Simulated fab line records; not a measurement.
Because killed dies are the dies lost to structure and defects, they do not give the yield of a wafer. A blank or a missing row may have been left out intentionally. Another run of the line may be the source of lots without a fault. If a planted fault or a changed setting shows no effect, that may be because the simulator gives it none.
3 desks, one fault    flow nand harc    every desk sees just its own numbers, and what lay behind them comes last

## THE TOOL OWNER'S DESK: rie diel-06
The tool's own readings at NHARC_A_BLC_ETCH_18 (etches the open film in C4F8/O2/Ar, target depth 910 nm): means of the sampled wafers that have a number, for each lot that ran on this tool. The brackets show how far a lot's mean lies from the usual mean; more than 4 standard deviations puts the lot out of limits, marked OUT.
Columns: A = chamber pressure mTorr at NHARC_A_BLC_ETCH_18, usual 24.999 mTorr; B = oes product au at NHARC_A_BLC_ETCH_18, usual 0.952 a.u.; C = rf vpp V at NHARC_A_BLC_ETCH_18, usual 975 V
lot   first seen here  A       B      C
L693  day 28 07:31     25.005  0.911  980
L700  day 32 14:24     25.023  0.963  973
This desk's verdict: no lot among the 2 shows anything out of limits.

## THE DEFECT DESK
Inspection counts along the route, by lot: the mean over sampled wafers that carry a number. The brackets show how far a lot's mean lies from the usual mean; more than 4 standard deviations puts the lot out of limits, marked OUT.
Columns: A = raw defect count at NHARC_A_BLC_INSPECT_12, usual 86
lot   first seen here  A
L679  day 23 10:32     107
L693  day 28 06:48     82
L699  day 30 09:04     77
L700  day 32 13:44     85
L701  day 32 16:22     83
This desk's verdict: no lot among the 5 shows anything out of limits.

## THE METROLOGY DESK
Means of the sampled wafers that have a number, per lot and without regard to the tool the lot ran on: this is what the gauges read. The brackets show how far a lot's mean lies from the usual mean; more than 4 standard deviations puts the lot out of limits, marked OUT.
Columns: A = cd nm at NHARC_A_BLC_CD_MEAS_10, usual 100.2 nm; B = overlay x nm at NHARC_A_BLC_OVL_MEAS_11, usual 0.0 nm; C = overlay y nm at NHARC_A_BLC_OVL_MEAS_11, usual 0.1 nm; D = cd nm at NHARC_A_BLC_CD_MEAS_19, usual 100.5 nm
lot   first seen here  A      B     C     D
L679  day 23 10:25     100.3  -0.6  -0.9  100.1
L693  day 28 06:40     100.3  0.2   0.6   100.8
L699  day 30 08:57     100.0  0.2   1.2   100.2
L700  day 32 13:37     100.2  0.9   0.6   100.5
L701  day 32 16:14     99.5   1.2   0.3   99.0
This desk's verdict: no lot among the 5 shows anything out of limits.

## TAKEN TOGETHER
Nothing out of limits was seen by the tool owner's desk.
No out-of-limits result turned up at the defect desk.
At the metrology desk, nothing out of limits was observed.

## WHAT THE SIMULATOR HAD PUT IN
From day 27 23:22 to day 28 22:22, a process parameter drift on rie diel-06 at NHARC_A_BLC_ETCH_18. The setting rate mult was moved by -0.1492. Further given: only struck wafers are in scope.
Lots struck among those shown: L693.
